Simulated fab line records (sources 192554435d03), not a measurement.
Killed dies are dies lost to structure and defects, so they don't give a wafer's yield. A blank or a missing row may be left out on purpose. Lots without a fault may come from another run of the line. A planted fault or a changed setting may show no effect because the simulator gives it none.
fab line records -- flow n5-finfet
record lots=4, wafers=12, last-day=17
route steps=1938 shown WELL_APT@50 PMOS_HMC_CHANNEL_EPI@57 BEOL_M4@1111 PASSIVATION@1936
lots with no fault: from the same line, run without faults
start-h: hours from the record's first day to the start of the lot's first wafer shown -- wait-h: hours elapsed since this lot's preceding step -- " identical to the entry in the row above -- L1.1+2: one row covering several wafers at once -- - value missing, or start not given -- * or withheld: withheld -- < > ~ a bound
route shown NAME@n: NAME is a module with steps in the file, n the number in the route of the first one -- usual: mean/standard deviation of fault-free wafers -- same: alike in all rows -- chamber/n: place in a boat -- sites: the reading at each site -- _std_site: their standard deviation -- _edge_site: outer sites' mean less inner sites' -- radius-mm: how far each site lies from the wafer's centre -- mask NAME#n: copy n -- behind: the most recent tool/chamber to have shaped the wafer -- hold: why the lot was held/for how many hours/how that ended -- device: whichever transistor did not switch (one of n, p or np) -- end of line: the same wafers' tests at the end of the route -- a step with no rows: only its recipe -- killed: count of dies lost to structure and defects at first sort (not the wafer's yield) -- map: a wafer's dies, marking killed ones x, the rest . and places with no die _
set.NAME: the setting as run; set.NAME@STEP: as run at that earlier step -- model.NAME: the simulator's own value behind a step, which no gauge read
a table for each step, a row for each wafer; lots at some steps of the route
services: from which hour (start-h, from the record's first day; less than 0 if before it) a tool's chamber was out of use, for how many hours, and why
## steps
# step N5_WELL_APT_RTA_34
# recipe temp-c=1000, time-s=10, ambient=N2, idle-temp-c=600, ramp-up-c-per-s=150, ramp-down-c-per-s=60, cool-to-c=600
# step N5_WELL_APT_OXIDE_STRIP_42
# recipe chemistry=dHF, dilution=25:1, time-s=45, temp-c=25, target=SiO2, target-depth-a=120
# step N5_WELL_APT_PRECLEAN_36
# recipe chemistry=O3/DIW, time-s=45, temp-c=22, o3-ppm=10
# step N5_WELL_APT_PRECLEAN_39
# recipe chemistry=dHF, time-s=60, dilution=150:1, temp-c=25
# step N5_WELL_APT_SRD_37
# recipe dry=ipa-marangoni, do-ppb=5, time-s=30, temp-c=23, rinse-liquid=diw
# step N5_WELL_APT_EPI_41
# recipe material=Si, target-thk-a=500, temp-c=650, precursor=SiH4/H2, pressure-torr=20, time-s=297.7
# step N5_PMOS_HMC_CHANNEL_EPI_HM_DEP_34
# recipe material=SiO2, target-thk-a=360, temp-c=400, precursor=TEOS/O2, pressure-torr=6.5, rf-w=900, teos-flow-sccm=161.4, gas=O2, flow-sccm=2650, time-s=6.9
# step N5_PMOS_HMC_CHANNEL_EPI_COAT_31
# recipe resist=BARC, temp-c=205, time-s=60, spin-rpm=1500, resist-thk-nm=66
# step N5_PMOS_HMC_CHANNEL_EPI_COAT_03
# recipe resist=CAR-ArF-block, spin-rpm=1500, resist-thk-nm=205
# step N5_PMOS_HMC_CHANNEL_EPI_EBR_05
# recipe solvent=PGMEA, ebr-width-mm=1.5
# step N5_PMOS_HMC_CHANNEL_EPI_SOFTBAKE_04
# recipe temp-c=110, time-s=60, resist=CAR-ArF-block
# step N5_PMOS_HMC_CHANNEL_EPI_EXPOSE_06
# recipe mask-id=PMOS_HMC_BLK, na=1.35, source-shape=conventional, sigma-outer=0.8, polarization=unpolarized, target-cd-nm=240, dose-mj=41
# usual exposure-dose-mJ-cm2=40.97/0.043
lot.wafer,tool,chamber,start-h,wait-h,mask,exposure-dose-mJ-cm2
L728.2,arfi-scanner-01,0,17.79,-,PMOS_HMC_BLK#0,40.98
L728.3,arfi-scanner-01,0,17.79,-,PMOS_HMC_BLK#0,40.96
L728.5,arfi-scanner-01,0,17.79,-,PMOS_HMC_BLK#0,40.97
L742.1,arfi-scanner-01,0,101.75,-,PMOS_HMC_BLK#0,42.89
L742.2,arfi-scanner-01,0,101.75,-,PMOS_HMC_BLK#0,42.83
L742.5,arfi-scanner-01,0,101.75,-,PMOS_HMC_BLK#0,42.89
L744.1,arfi-scanner-01,0,113.18,-,PMOS_HMC_BLK#0,42.39
L744.3,arfi-scanner-01,0,113.18,-,PMOS_HMC_BLK#0,42.36
L744.4,arfi-scanner-01,0,113.18,-,PMOS_HMC_BLK#0,42.43
L750.2,arfi-scanner-02,0,149.76,-,PMOS_HMC_BLK#0,40.94
L750.3,arfi-scanner-02,0,149.76,-,PMOS_HMC_BLK#0,40.99
L750.6,arfi-scanner-02,0,149.76,-,PMOS_HMC_BLK#0,40.99
# step N5_PMOS_HMC_CHANNEL_EPI_PEB_07
# recipe peb-temp-c=110, peb-time-s=60, resist=CAR-ArF-block
# step N5_PMOS_HMC_CHANNEL_EPI_DEVELOP_08
# recipe develop-time-s=30, developer=TMAH, resist=CAR-ArF-block, dev-temp-c=23, rinse-liquid=diw, dry=air-spin
# step N5_PMOS_HMC_CHANNEL_EPI_CD_MEAS_09
# recipe target-cd-nm=237.4, landing-energy-ev=500, detector=se-inlens
# usual cd-nm=237.4/1.1
lot.wafer,tool,chamber,start-h,wait-h,cd-nm
L728.2,cd-sem-01,0,17.91,-,234.9
L728.3,cd-sem-01,0,17.91,-,235.4
L728.5,cd-sem-01,0,17.91,-,235.5
L742.1,cd-sem-03,0,101.88,-,240.9
L742.2,cd-sem-03,0,101.88,-,240.1
L742.5,cd-sem-03,0,101.88,-,240.6
L744.1,cd-sem-03,0,113.31,-,242.3
L744.3,cd-sem-03,0,113.31,-,241.1
L744.4,cd-sem-03,0,113.31,-,241.5
L750.2,cd-sem-03,0,149.88,-,238.1
L750.3,cd-sem-03,0,149.88,-,238.0
L750.6,cd-sem-03,0,149.88,-,239.5
# step N5_PMOS_HMC_CHANNEL_EPI_DESCUM_14
# recipe chemistry=O2, time-s=7.9, source-power-w=50, bias-power-w=20, pressure-mtorr=20, rf-frequency-hz=2.712e+07, temp-c=40, resist=CAR-ArF-block, o2-flow-sccm=225
# usual drypump-motor-current-A=5.84/0.22, oes-product-au=0.77/0.073, rf-vpp-V=242.8/1.4, showerhead-plenum-p-Torr=2.07/0.077, throttle-valve-pct=20.54/0.18
lot.wafer,tool,chamber,start-h,wait-h,drypump-motor-current-A,oes-product-au,rf-hours-counter-h,rf-vpp-V,showerhead-plenum-p-Torr,throttle-valve-pct,model.PMOS_HMC_CHANNEL_EPI.cd-nm
L728.2,rie-diel-05,2,18.00,0.0,5.81,0.97,8,244.7,2.25,20.55,234.7
L728.3,rie-diel-05,0,18.00,0.0,5.81,0.73,177,242.3,2.08,20.78,235.2
L728.5,rie-diel-05,0,18.00,0.0,5.81,0.72,-,243.8,2.08,20.79,235.4
L742.1,rie-diel-04,1,101.96,0.0,6.04,0.88,54,242.3,2.04,20.13,241
L742.2,rie-diel-04,0,101.96,0.0,5.54,0.75,164,241.2,1.99,20.43,240.1
L742.5,rie-diel-04,3,101.96,0.0,6.21,0.77,-,244.7,2.09,20.66,240.6
L744.1,rie-diel-05,2,113.46,0.1,5.82,0.91,37,244.8,2.24,20.58,241.8
L744.3,rie-diel-05,1,113.46,0.1,5.68,0.71,220,242.1,2.08,20.51,241.1
L744.4,rie-diel-05,0,113.46,0.1,5.81,0.70,205,241.8,2.07,20.83,241.3
L750.2,rie-diel-05,1,149.98,0.0,5.69,0.70,231,242.9,2.08,20.52,238.1
L750.3,rie-diel-05,2,149.98,0.0,5.84,0.89,48,244.5,2.23,20.63,238.1
L750.6,rie-diel-05,0,149.98,0.0,5.82,0.69,-,244.1,2.07,20.83,239.2
# step N5_PMOS_HMC_CHANNEL_EPI_ETCH_32
# recipe chemistry=N2/H2, target=BARC, stop-on=SiO2, target-depth-a=858, over-etch-frac=0.3, time-s=50.3, ion-energy-ev=200, mask-material=CAR-ArF-block, pressure-mtorr=30, source-w=840, bias-w=150, n2-flow-sccm=200, h2-flow-sccm=200
# step N5_PMOS_HMC_CHANNEL_EPI_HM_OPEN_15
# recipe chemistry=CHF3/O2, target=SiO2, mask-material=CAR-ArF-block, target-depth-a=406, CHF3_flow_sccm=50, O2_flow_sccm=5, Ar_flow_sccm=200, time-s=20.3, pressure-mtorr=30, source-w=650, bias-w=170, ion-energy-ev=200
# step N5_PMOS_HMC_CHANNEL_EPI_STRIP_33
# recipe chemistry=N2/H2, power-w=500, temp-c=40, pressure-mtorr=50, rf-frequency-hz=6e+07, overash-fraction=0.3, bias-power-w=8, h2-frac=0.5, n2-flow-sccm=300, h2-flow-sccm=300
# step N5_PMOS_HMC_CHANNEL_EPI_STRIP_17
# recipe chemistry=SPM, time-s=750, temp-c=130, h2so4-h2o2-vol-ratio=4, dry=ipa-marangoni
# step N5_PMOS_HMC_CHANNEL_EPI_ETCH_38
# recipe chemistry=CF4, target=SiO2, target-depth-a=15, ion-energy-ev=350, pressure-mtorr=10, icp-w=800, bias-w=400, cf4-flow-sccm=80
# step N5_PMOS_HMC_CHANNEL_EPI_FIN_RECESS_16
# recipe chemistry=HBr/Cl2, target=Si, mask-material=SiO2, target-depth-a=540, time-s=18, pressure-mtorr=10, icp-w=800, bias-w=75, HBr_flow_sccm=150, Cl2_flow_sccm=80
# usual HBr_flow_sccm=150.0/0.45, drypump-motor-current-A=5.7/0.43, oes-product-au=1.003/0.017, throttle-valve-pct=35.44/0.29
lot.wafer,tool,chamber,start-h,wait-h,HBr_flow_sccm,drypump-motor-current-A,oes-product-au,rf-hours-counter-h,throttle-valve-pct,model.PMOS_HMC_CHANNEL_EPI.cd-nm
L728.2,rie-si-06,0,18.48,0.0,150.2,5.5,1.015,6,35.37,238.2
L728.3,rie-si-06,3,18.48,0.0,149.6,6.3,1.001,202,35.44,238.4
L728.5,rie-si-06,2,18.48,0.0,149.5,5.7,1.012,-,35.88,238
L742.1,rie-si-06,0,102.42,0.0,150.6,5.5,1.012,8,35.38,242.6
L742.2,rie-si-06,1,102.42,0.0,150.2,5.7,1.029,141,35.62,242.1
L742.5,rie-si-06,2,102.42,0.0,149.8,5.7,1.001,-,35.92,243.3
L744.1,rie-si-02,3,113.92,0.0,149.7,6.0,0.980,48,35.60,245.2
L744.3,rie-si-02,1,113.92,0.0,151.0,5.9,0.990,39,35.74,243.5
L744.4,rie-si-02,2,113.92,0.0,149.9,5.0,1.016,103,35.52,245.5
L750.2,rie-si-03,1,150.44,0.0,150.1,4.9,1.026,34,35.81,240.6
L750.3,rie-si-03,0,150.44,0.0,148.6,6.3,0.964,179,35.29,241.7
L750.6,rie-si-03,3,150.44,0.0,150.5,6.1,0.998,-,34.89,242.9
# step N5_PMOS_HMC_CHANNEL_EPI_PRECLEAN_36
# recipe chemistry=O3/DIW, time-s=45, temp-c=22, o3-ppm=10
# step N5_BEOL_M4_RC_MEAS_101
# usual DIBL_N=36.8/1.5, DIBL_P=37.1/2.1, IOFF_N=0.168/0.03, IOFF_P=0.22/0.034, ION_N=679/12, ION_P=466/8, SS_N=71.7/0.58, SS_P=73.5/0.67, VT_N=248.8/2.7, VT_P=-250/3.3
lot.wafer,tool,chamber,start-h,wait-h,DIBL_N[mV/V],DIBL_P[mV/V],IOFF_N[nA/um],IOFF_P[nA/um],ION_N[uA/um],ION_P[uA/um],SS_N[mV/dec],SS_P[mV/dec],VT_N[mV],VT_P[mV]
L728.2,prober-02,0,156.34,0.2,39.0,41.5,0.232,0.27,691,472,72.5,74.0,243.9,-248
L728.3,prober-02,0,156.34,0.2,35.3,36.0,0.143,0.18,669,458,71.6,72.6,251.6,-250
L728.5,prober-02,0,156.34,0.2,37.3,38.1,0.174,0.21,676,461,71.7,73.1,246.4,-250
L742.1,prober-02,0,246.51,0.0,36.5,35.4,0.151,0.23,669,462,72.3,74.0,251.1,-251
L742.2,prober-02,0,246.51,0.0,35.9,33.7,0.133,0.20,658,460,71.4,73.4,252.0,-249
L742.5,prober-02,0,246.51,0.0,35.8,34.1,0.135,0.20,660,457,71.8,73.0,253.2,-251
L744.1,prober-01,0,262.82,0.0,36.1,35.5,0.140,0.20,663,459,71.2,73.2,250.6,-250
L744.3,prober-01,0,262.82,0.0,35.8,35.5,0.140,0.21,675,469,71.7,72.7,247.9,-251
L744.4,prober-01,0,262.82,0.0,36.9,37.7,0.172,0.24,698,472,71.3,73.8,246.5,-249
L750.2,prober-02,0,296.74,0.2,38.0,37.6,0.201,0.27,688,467,72.2,73.3,247.5,-246
L750.3,prober-02,0,296.74,0.2,34.4,33.6,0.137,0.19,673,464,71.1,72.2,249.0,-251
L750.6,prober-02,0,296.74,0.2,37.1,36.5,0.189,0.25,692,475,71.8,73.0,245.8,-245
# step N5_PASSIVATION_PROBE_49
# usual defect-limited-yield=91.0/1.5, killed_at_M0_to_M3=34/11, killed_at_M4_up=14/5.3, killed-at-contacts=13/7, killed-at-front-end=41/13, killed-at-other=4/3.1, killed-dies=106/17, killed-open=70/12, killed-short=35/8, sort_bin_4_leakage=0.00/0.007, sort_bin_5_function=5.2/0.98, sort_bin_6_memory=3.4/0.69, sort-n-pass=1074/17, sort-yield-pct=91.0/1.5
# same gross-dies=1180, killed-at-back-side=0, sort_bin_8_speed[%]=0
lot.wafer,tool,chamber,start-h,wait-h,defect-limited-yield[%],killed_at_M0_to_M3,killed_at_M4_up,killed-at-contacts,killed-at-front-end,killed-at-other,killed-dies,killed-open,killed-short,sort_bin_4_leakage[%],sort_bin_5_function[%],sort_bin_6_memory[%],sort-n-pass,sort-yield-pct[%]
L742.1,prober-02,-,348.97,0.0,89.2,60,11,19,37,0,127,87,39,0,6.4,4.1,1053,89.2
L742.2,prober-02,-,349.02,0.1,91.8,30,11,11,40,5,97,69,23,0,4.2,3.4,1083,91.8
L742.5,prober-02,-,349.17,0.2,92.5,37,14,18,13,6,88,63,25,0,4.2,3.0,1092,92.5
L744.1,prober-02,-,368.21,0.0,91.4,34,16,11,37,3,101,68,29,0,5.2,3.0,1079,91.4
L744.3,prober-02,-,368.31,0.1,90.1,35,10,11,57,4,117,71,46,0,6.0,3.6,1063,90.1
L744.4,prober-02,-,368.36,0.2,91.4,40,9,9,37,6,101,69,32,0,5.3,3.1,1079,91.4
# killed by level:class
L742.1 MOL_CONTACT_COAG:geometric-particle:open=17 BEOL_M0_SAQP:geometric-particle:short=17 STI_FIN_REVEAL:geometric-particle:open=14 BEOL_M3:geometric-particle:open=14 BEOL_M0_SAQP:geometric-particle:open=9 BEOL_M4:geometric-particle:open=7 BEOL_M0:geometric-particle:open=6 BEOL_M2:geometric-particle:open=5
L742.2 STI_FIN_REVEAL:geometric-particle:open=15 BEOL_M3:geometric-particle:open=11 MOL_CONTACT_COAG:geometric-particle:open=9 BEOL_M4:geometric-particle:open=8 GATE_CUT:geometric-particle:short=4 BEOL_M0_SAQP:geometric-particle:open=4 BEOL_M3:geometric-particle:short=4 HKMG_FIN:area-etch=4
L742.5 MOL_CONTACT_COAG:geometric-particle:open=18 BEOL_M0_SAQP:geometric-particle:open=13 BEOL_M0_SAQP:geometric-particle:short=7 BEOL_M1:geometric-particle:short=6 DUMMY_GATE:geometric-particle:open=4 BEOL_M4:geometric-particle:open=4 STARTING-WAFER:geometric-particle:short=4 STI_FIN_REVEAL:geometric-particle:open=3
L744.1 BEOL_M3:geometric-particle:open=12 MOL_CONTACT_COAG:geometric-particle:open=11 BEOL_M2:geometric-particle:open=9 BEOL_M4:geometric-particle:open=9 FIN_SAQP:geometric-particle:open=6 STARTING-WAFER:geometric-particle:short=6 FIN_SAQP:geometric-particle:short=3 GATE_CUT:geometric-particle:short=3
L744.3 FIN_SAQP:geometric-particle:short=12 MOL_CONTACT_COAG:geometric-particle:open=10 FIN_SAQP:geometric-particle:open=9 BEOL_M0_SAQP:geometric-particle:open=9 GATE_CUT:geometric-particle:short=7 BEOL_M3:geometric-particle:open=6 BEOL_M1:geometric-particle:open=5 BEOL_M2:geometric-particle:open=5
L744.4 BEOL_M2:geometric-particle:open=14 FIN_SAQP:geometric-particle:open=9 BEOL_M3:geometric-particle:open=9 STI_FIN_REVEAL:geometric-particle:open=8 MOL_CONTACT_COAG:geometric-particle:open=6 BEOL_M0_SAQP:geometric-particle:open=6 DUMMY_GATE:geometric-particle:open=4 ILD0:geometric-particle:short=4
## services
tool,chamber,start-h,hours,kind
rie-si-06,2,-2.32,10.6,repair
rie-si-03,1,4.43,7.0,repair
rie-diel-05,1,5.36,3.1,repair
arfi-scanner-01,-,16.60,0.8,pm
arfi-scanner-02,-,44.43,0.8,pm
rie-si-06,3,49.82,-,clean
rie-si-06,3,49.82,17.7,scheduled-down
rie-si-06,3,49.82,17.7,vent-cycle
arfi-scanner-01,-,51.08,0.2,repair
arfi-scanner-02,-,63.34,1.3,pm
rie-si-02,2,84.14,7.9,repair
rie-si-02,-,84.27,2.8,pm
arfi-scanner-02,-,86.80,1.0,pm
rie-si-06,2,87.00,6.3,repair
arfi-scanner-02,-,89.42,0.8,repair
arfi-scanner-01,-,89.98,1.3,pm
arfi-scanner-01,0,95.44,-,calibration
rie-diel-05,-,97.29,2.8,pm
rie-si-03,3,101.59,13.9,repair
arfi-scanner-01,-,108.32,1.0,pm
arfi-scanner-01,-,123.49,4.9,pm
arfi-scanner-02,-,132.03,0.5,repair
arfi-scanner-02,-,137.68,0.8,pm
arfi-scanner-01,-,143.22,6.0,pm
## key
first-sign step=N5_PMOS_HMC_CHANNEL_EPI_EXPOSE_06, reading=exposure-dose-mJ-cm2, direction=up, sigmas=39, usual=40.97, struck=42.63
effect step=N5_PMOS_HMC_CHANNEL_EPI_CD_MEAS_09, reading=cd-nm, direction=up, sigmas=3.5, usual=237.4, struck=241.1, through=control-loop
model-effect step=N5_PMOS_HMC_CHANNEL_EPI_DESCUM_14, value=PMOS_HMC_CHANNEL_EPI.cd-nm, without=237.8, struck=241
model-effect step=N5_PMOS_HMC_CHANNEL_EPI_FIN_RECESS_16, value=PMOS_HMC_CHANNEL_EPI.cd-nm, without=240.6, struck=243.7
met-at N5_PMOS_HMC_CHANNEL_EPI_EXPOSE_06
struck-wafers L742.1,L742.2,L742.5,L744.1,L744.3,L744.4
loop-trim step=N5_PMOS_HMC_CHANNEL_EPI_EXPOSE_06, setting=dose, lots=L744
onset-between 17.79 101.75
fault kind=process-parameter-drift, tool=arfi-scanner-01, chamber=-, onset-h=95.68, steps=N5_PMOS_HMC_CHANNEL_EPI_EXPOSE_06, channel=dose-mj, offset=1.8599, shape=step, acts-in=these-recipes-only, stated=41
# loop-trim: a control loop set the setting to another value than it would have without faults
